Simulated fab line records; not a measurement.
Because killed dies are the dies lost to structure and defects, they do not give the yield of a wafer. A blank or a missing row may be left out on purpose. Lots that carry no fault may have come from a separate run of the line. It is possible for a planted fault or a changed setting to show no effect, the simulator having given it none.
Matching of chambers -- flow n5 finfet -- N5_BEOL_M10_ILD_DEP_00 on pecvd-04 has 3 sister chambers
The step deposits SiCOH lowk from DEMS/porogen, target thk 308.51 nm, time 58 s. 6 wafers are shown with their chamber, then 10 later ones without.

## EACH WAFER AND ITS CHAMBER
wafer,chamber,throttle valve pct (%),heater power w (W)
L084.6,1,13.6,255
L087.2,0,14.2,291
L087.4,2,14.1,259
L087.6,1,13.2,262
L091.1,2,14.2,257
L091.2,0,14.3,311

## WAFERS MISSING THEIR CHAMBER
wafer,throttle valve pct (%),heater power w (W)
L091.3,13.4,271
L092.1,14.3,301
L092.2,14.1,245
L092.5,14.2,301
L094.1,14.1,245
L094.5,13.3,225
L094.6,14.3,253
L089.1,13.3,278
L089.2,14.1,265
L089.3,14.2,253

## WHICH CHAMBER EACH ONE RAN IN
wafer,from the rows above,in truth
L091.3,1,1
L092.1,0,0
L092.2,2,2
L092.5,0,0
L094.1,2,2
L094.5,1,1
L094.6,2,2
L089.1,1,1
L089.2,2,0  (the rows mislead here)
L089.3,2,2
Correct placement for 9 of the 10. Can't be placed from these rows: 0. Placed wrongly: 1.
How it was worked out, from the rows above alone: a wafer's distance from a chamber is the root of the sum, over the readings, of the square of ((its reading less the chamber's mean) divided by the reading's scatter). The wafer belongs to the nearest chamber; if the next one is less than 2 further off, it can't be placed. The mean given for a chamber averages the wafers shown for that chamber. The scatter: the root of (the sum of the squares of (reading less its chamber's mean) over the shown wafers, divided by (wafers less chambers)).
